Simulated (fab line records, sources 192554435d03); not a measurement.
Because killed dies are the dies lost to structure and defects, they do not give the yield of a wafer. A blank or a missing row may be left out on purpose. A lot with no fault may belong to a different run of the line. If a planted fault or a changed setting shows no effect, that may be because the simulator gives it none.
Lot-split experiment / flow n5_finfet / 21 wafers read across 7 lots, on a route 1938 steps long

## THE SPLIT ITSELF
At N5_BEOL_M0_SAQP_PECVD_00 (deposits SiCN from 3MS/NH3, target thk 8 nm, time 14 s), the setting time_s was moved away from the recipe's 14 s on 9 of the 21 wafers read, by -14.9% to +11.9%. All remaining wafers had this setting at the recipe value.

Reading taken at the split's own step.

## THE READING
SiCN_of_BEOL_M0_SAQP_PECVD_00.thk_nm (the simulator's own value, which no gauge read), in nm, at N5_BEOL_M0_SAQP_PECVD_00 (deposits SiCN from 3MS/NH3, target thk 8 nm, time 14 s). There is no usual value for it anywhere in the file. Average 8.1 nm, standard deviation 0.15 nm, over the 12 wafers here run with the recipe.

wafer=L077.1; tool, chamber at the split=pecvd-01, 1; time_s as run, s=13.25; against the recipe=-5.4%; SiCN_of_BEOL_M0_SAQP_PECVD_00.thk_nm, nm=7.8; against lot-mates on the recipe=-0.4
wafer=L077.6; tool, chamber at the split=pecvd-01, 1; time_s as run, s=13.25; against the recipe=-5.4%; SiCN_of_BEOL_M0_SAQP_PECVD_00.thk_nm, nm=7.8; against lot-mates on the recipe=-0.4
wafer=L077.5; tool, chamber at the split=pecvd-01, 0; time_s as run, s=14; against the recipe=recipe; SiCN_of_BEOL_M0_SAQP_PECVD_00.thk_nm, nm=8.2; against lot-mates on the recipe=-
wafer=L078.4; tool, chamber at the split=pecvd-02, 1; time_s as run, s=15.66; against the recipe=+11.9%; SiCN_of_BEOL_M0_SAQP_PECVD_00.thk_nm, nm=9; against lot-mates on the recipe=+0.7
wafer=L078.5; tool, chamber at the split=pecvd-02, 1; time_s as run, s=14; against the recipe=recipe; SiCN_of_BEOL_M0_SAQP_PECVD_00.thk_nm, nm=8.2; against lot-mates on the recipe=-
wafer=L078.6; tool, chamber at the split=pecvd-02, 0; time_s as run, s=14; against the recipe=recipe; SiCN_of_BEOL_M0_SAQP_PECVD_00.thk_nm, nm=8.4; against lot-mates on the recipe=-
wafer=L080.1; tool, chamber at the split=pecvd-04, 1,0; time_s as run, s=14; against the recipe=recipe; SiCN_of_BEOL_M0_SAQP_PECVD_00.thk_nm, nm=8; against lot-mates on the recipe=-
wafer=L080.5; tool, chamber at the split=pecvd-04, 1,0; time_s as run, s=14; against the recipe=recipe; SiCN_of_BEOL_M0_SAQP_PECVD_00.thk_nm, nm=8; against lot-mates on the recipe=-
wafer=L080.6; tool, chamber at the split=pecvd-04, 1; time_s as run, s=14; against the recipe=recipe; SiCN_of_BEOL_M0_SAQP_PECVD_00.thk_nm, nm=8.2; against lot-mates on the recipe=-
wafer=L083.4; tool, chamber at the split=pecvd-04, 0,1; time_s as run, s=14; against the recipe=recipe; SiCN_of_BEOL_M0_SAQP_PECVD_00.thk_nm, nm=8.2; against lot-mates on the recipe=-
wafer=L083.6; tool, chamber at the split=pecvd-04, 0,1; time_s as run, s=14; against the recipe=recipe; SiCN_of_BEOL_M0_SAQP_PECVD_00.thk_nm, nm=8.2; against lot-mates on the recipe=-
wafer=L083.5; tool, chamber at the split=pecvd-04, 2; time_s as run, s=14; against the recipe=recipe; SiCN_of_BEOL_M0_SAQP_PECVD_00.thk_nm, nm=8; against lot-mates on the recipe=-
wafer=L084.2; tool, chamber at the split=pecvd-02, 0; time_s as run, s=12.11; against the recipe=-13.5%; SiCN_of_BEOL_M0_SAQP_PECVD_00.thk_nm, nm=7; against lot-mates on the recipe=-1.1
wafer=L084.4; tool, chamber at the split=pecvd-02, 2; time_s as run, s=14; against the recipe=recipe; SiCN_of_BEOL_M0_SAQP_PECVD_00.thk_nm, nm=8; against lot-mates on the recipe=-
wafer=L084.6; tool, chamber at the split=pecvd-02, 1; time_s as run, s=14; against the recipe=recipe; SiCN_of_BEOL_M0_SAQP_PECVD_00.thk_nm, nm=8.2; against lot-mates on the recipe=-
wafer=L096.3; tool, chamber at the split=pecvd-04, 1,2; time_s as run, s=11.96; against the recipe=-14.6%; SiCN_of_BEOL_M0_SAQP_PECVD_00.thk_nm, nm=7; against lot-mates on the recipe=no lot-mate on the recipe
wafer=L096.6; tool, chamber at the split=pecvd-04, 1,2; time_s as run, s=11.96; against the recipe=-14.6%; SiCN_of_BEOL_M0_SAQP_PECVD_00.thk_nm, nm=7; against lot-mates on the recipe=no lot-mate on the recipe
wafer=L096.5; tool, chamber at the split=pecvd-04, 0; time_s as run, s=11.96; against the recipe=-14.6%; SiCN_of_BEOL_M0_SAQP_PECVD_00.thk_nm, nm=6.8; against lot-mates on the recipe=no lot-mate on the recipe
wafer=L097.2; tool, chamber at the split=pecvd-04, 0; time_s as run, s=14; against the recipe=recipe; SiCN_of_BEOL_M0_SAQP_PECVD_00.thk_nm, nm=7.8; against lot-mates on the recipe=-
wafer=L097.4; tool, chamber at the split=pecvd-04, 2; time_s as run, s=11.91; against the recipe=-14.9%; SiCN_of_BEOL_M0_SAQP_PECVD_00.thk_nm, nm=7; against lot-mates on the recipe=-0.8
wafer=L097.5; tool, chamber at the split=pecvd-04, 0; time_s as run, s=11.91; against the recipe=-14.9%; SiCN_of_BEOL_M0_SAQP_PECVD_00.thk_nm, nm=6.8; against lot-mates on the recipe=-1.0
Rows listing several chambers each stand for several wafers; the file does not say which wafer went through which chamber.

FIT RESULTS
A straight line over all 21 wafers: SiCN_of_BEOL_M0_SAQP_PECVD_00.thk_nm changes by +0.0801 nm for each +1% of time_s; r = +0.98; the points scatter about the line by 0.14 nm.
The same after taking each lot's own level away (the mean of its wafers on the recipe; 18 wafers): +0.065 nm for each +1%; r = +0.97; scatter 0.11 nm.
That fit puts the effect of the largest move of time_s on the reading at 0.97 nm.
The lots' own levels span 7.80 to 8.30 nm, that is 3.3 times the standard deviation above.
So the slope is not independent of the lot-to-lot level: the two fits are not the same.
Check: for one of the wafers moved furthest among these (-14.9%), held out of the fit, the line's prediction against its lot-mates is -1.05 nm. It came out at -0.8 nm against them.

## ADDITIONAL SPLITS CARRIED BY THESE WAFERS
Note: prior to the reading, these wafers also went through further splits. Each is held against what the fit with the lots' levels taken away leaves over:
other split on the same wafers=N5_SD_EPI_P_DESCUM_14 time_s; wafers away from the commonest value=10; r with SiCN_of_BEOL_M0_SAQP_PECVD_00.thk_nm (lot level and that fit taken away)=-0.06
other split on the same wafers=N5_SDB_ETCH_18 time_s; wafers away from the commonest value=9; r with SiCN_of_BEOL_M0_SAQP_PECVD_00.thk_nm (lot level and that fit taken away)=+0.07
other split on the same wafers=N5_HKMG_FIN_EXPOSE_09 dose_mj; wafers away from the commonest value=5; r with SiCN_of_BEOL_M0_SAQP_PECVD_00.thk_nm (lot level and that fit taken away)=+0.07
other split on the same wafers=N5_HKMG_FIN_PEB_10 peb_time_s; wafers away from the commonest value=6; r with SiCN_of_BEOL_M0_SAQP_PECVD_00.thk_nm (lot level and that fit taken away)=+0.08
other split on the same wafers=N5_MOL_CONTACT_COAG_ETCHBACK_135 time_s; wafers away from the commonest value=2; r with SiCN_of_BEOL_M0_SAQP_PECVD_00.thk_nm (lot level and that fit taken away)=+0.20
other split on the same wafers=N5_MOL_CONTACT_COAG_VIA_ETCH_46 bias_w; wafers away from the commonest value=9; r with SiCN_of_BEOL_M0_SAQP_PECVD_00.thk_nm (lot level and that fit taken away)=+0.15

## FILE'S OWN FIT
SiCN_of_BEOL_M0_SAQP_PECVD_00.thk_nm changes by +0.0674 nm for each +1% of time_s, r = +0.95.
